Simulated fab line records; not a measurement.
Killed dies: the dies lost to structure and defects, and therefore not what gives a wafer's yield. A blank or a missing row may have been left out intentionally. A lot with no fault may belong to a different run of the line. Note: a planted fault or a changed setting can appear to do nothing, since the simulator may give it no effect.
Chamber matching + flow n5Finfet + N5_BEOL_M6_PECVD_70 on pecvd-03: 3 sister chambers
The step deposits SiO2 from TEOS/O2, target thk 20 nm, time 22.7 s. 6 wafers are shown with their chamber, then 11 later ones without.

## WAFERS WITH THEIR CHAMBER
| wafer  | chamber | throttleValvePct (%) | showerheadPlenumPTorr (Torr) |
|--------|---------|----------------------|------------------------------|
| L082.6 | 2       | 21.1                 | 8.83                         |
| L085.4 | 0       | 23.3                 | 8.87                         |
| L087.2 | 0       | 23.3                 | 8.87                         |
| L087.3 | 1       | 21.1                 | 8.69                         |
| L087.6 | 2       | 21.0                 | 8.80                         |
| L086.2 | 1       | 20.9                 | 8.71                         |

## WAFERS WITHOUT THEIR CHAMBER
| wafer  | throttleValvePct (%) | showerheadPlenumPTorr (Torr) |
|--------|----------------------|------------------------------|
| L086.4 | 21.2                 | 8.73                         |
| L086.5 | 21.2                 | 8.83                         |
| L090.1 | 23.6                 | 8.86                         |
| L090.2 | 21.1                 | 8.80                         |
| L090.6 | 20.9                 | 8.69                         |
| L092.2 | 20.8                 | 8.70                         |
| L092.3 | 21.2                 | 8.81                         |
| L092.6 | 23.4                 | 8.91                         |
| L096.2 | 23.8                 | 8.90                         |
| L096.5 | 21.2                 | 8.71                         |
| L096.6 | 23.5                 | 8.88                         |

## WHICH CHAMBER EACH WENT THROUGH
| wafer  | from the rows above | in truth |
|--------|---------------------|----------|
| L086.4 | 1                   | 1        |
| L086.5 | 2                   | 2        |
| L090.1 | 0                   | 0        |
| L090.2 | 2                   | 2        |
| L090.6 | 1                   | 1        |
| L092.2 | 1                   | 1        |
| L092.3 | 2                   | 2        |
| L092.6 | 0                   | 0        |
| L096.2 | 0                   | 0        |
| L096.5 | 1                   | 1        |
| L096.6 | 0                   | 0        |
Correctly placed: 11 of 11. Can't be placed from these rows: 0. Placed wrongly: 0.
How it was worked out, from the rows above alone: a wafer's distance from a chamber is the root of the sum, over the readings, of the square of ((its reading less the chamber's mean) divided by the reading's scatter). If the next closest chamber is less than 2 further off than the closest, the wafer can't be placed; otherwise it belongs to the closest. For every chamber, the mean is computed from those of its wafers that are shown. The scatter: take each reading less its chamber's mean, square it, sum over the shown wafers, divide by the number of wafers less the number of chambers, and take the root.
